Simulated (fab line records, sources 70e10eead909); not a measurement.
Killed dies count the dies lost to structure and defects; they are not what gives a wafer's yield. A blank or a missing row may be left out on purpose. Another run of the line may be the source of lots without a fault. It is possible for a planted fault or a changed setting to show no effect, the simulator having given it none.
A struck lot beside a sound one || flow nand harc || 14 out of 1159 route steps
Sound: the wafers L726.1, L726.4, L726.5. The struck wafers were L734.3, L734.4, L734.5. The cause comes at the end.
Per side, at each step with rows, come the tool, then ch with its chambers, and then its first start. Under that, the readings that differ: sound wafers || struck wafers || difference of the means || sigmas: that difference in standard deviations of wafers without a fault.
alike: same words and numbers on both sides, and readings whose means sit less than 2 such deviations apart. not compared: any withheld reading, any reading some wafer has no value for, any bound like >300 that may hide the same value, and any number with overlapping values for which the record gives no deviation.
A row with sigmas, a row that says differs or no value, or rows on one side alone: a step with any of these is where the two part. When numbers do not overlap yet have no deviation, they are printed without sigmas and do not part them. A reading missing from all wafers of one side parts the sides only when that side holds two or more wafers.

first, 6 steps without rows for these wafers: NHARC_A_BLC_COAT_04 (resist thk 90 nm); NHARC_A_BLC_SOFTBAKE_05 (time 55 s); NHARC_A_BLC_EBR_06; NHARC_A_BLC_EXPOSE_07 (exposes mask A BLC, target cd 100 nm); NHARC_A_BLC_PEB_08 (peb time 65 s); NHARC_A_BLC_DEVELOP_09 (develop time 35 s).
NHARC_A_BLC_CD_MEAS_10: the cd target is 100 nm.
  sound on cd sem-03 ch 0, day 17 20:31; struck on cd sem-01 ch 0, day 21 05:32
  alike: cd nm
NHARC_A_BLC_OVL_MEAS_11:
  sound: overlay-01 at day 17 20:36; struck: overlay-02 at day 21 05:37
  alike: overlay x nm, overlay y nm
NHARC_A_BLC_INSPECT_12:
  sound: defect inspect-01 at day 17 20:38; struck: defect inspect-02 at day 21 05:40
  alike: raw defect count
NHARC_A_BLC_DESCUM_15: chemistry O2, time 3 s.
  sound on rie diel-04 ch 1,2,3, day 17 20:41; struck on rie diel-04 ch 2,3, day 21 05:43
  alike: drypump motor current A, o2 flow sccm, oes product au, rf vpp V, showerhead plenum p Torr, throttle valve pct
  not compared: rf hours counter h
NHARC_A_BLC_ETCH_16: etches the open film in CF4, target depth 39 nm, time 65 s.
  sound on rie diel-04 ch 0,2, day 17 20:47; struck on rie diel-04 ch 1,2,3, day 21 05:49
  alike: bias w, cf4 flow sccm, drypump motor current A, oes product au, rf vpp V, showerhead plenum p Torr, throttle valve pct
  not compared: rf hours counter h
NHARC_A_BLC_ETCH_17: etches the open film in N2/H2, target depth 390 nm, time 609.38 s.
  sound: rie diel-04 ch 0,3; struck: rie diel-04 ch 0,1,2
  alike: bias w, chamber pressure mTorr, drypump motor current A, oes product au, rf vpp V, showerhead plenum p Torr, throttle valve pct
  not compared: rf hours counter h
NHARC_A_BLC_ETCH_18: etches the open film in C4F8/O2/Ar, target depth 910 nm.
  sound on rie diel-04 ch 0,1,3, day 17 21:23; struck on rie diel-04 ch 0,2,3, day 21 06:21
  no value came back on the struck wafers for bias w (W), chamber pressure mTorr (mTorr), oes product au (a.u.), rf vpp V (V); on the sound wafers bias w (W) reads 1501 1490 1502
  not compared: rf hours counter h
NHARC_A_BLC_CD_MEAS_19:
  sound: cd sem-03 at day 17 21:41; struck: cd sem-01 at day 21 06:41
  alike: cd nm

## WHERE THEY PART
NHARC_A_BLC_ETCH_18 only, going by this record. Later steps at which nothing parts them and some readings are alike: NHARC_A_BLC_CD_MEAS_19.

WHY: what the simulator had put in
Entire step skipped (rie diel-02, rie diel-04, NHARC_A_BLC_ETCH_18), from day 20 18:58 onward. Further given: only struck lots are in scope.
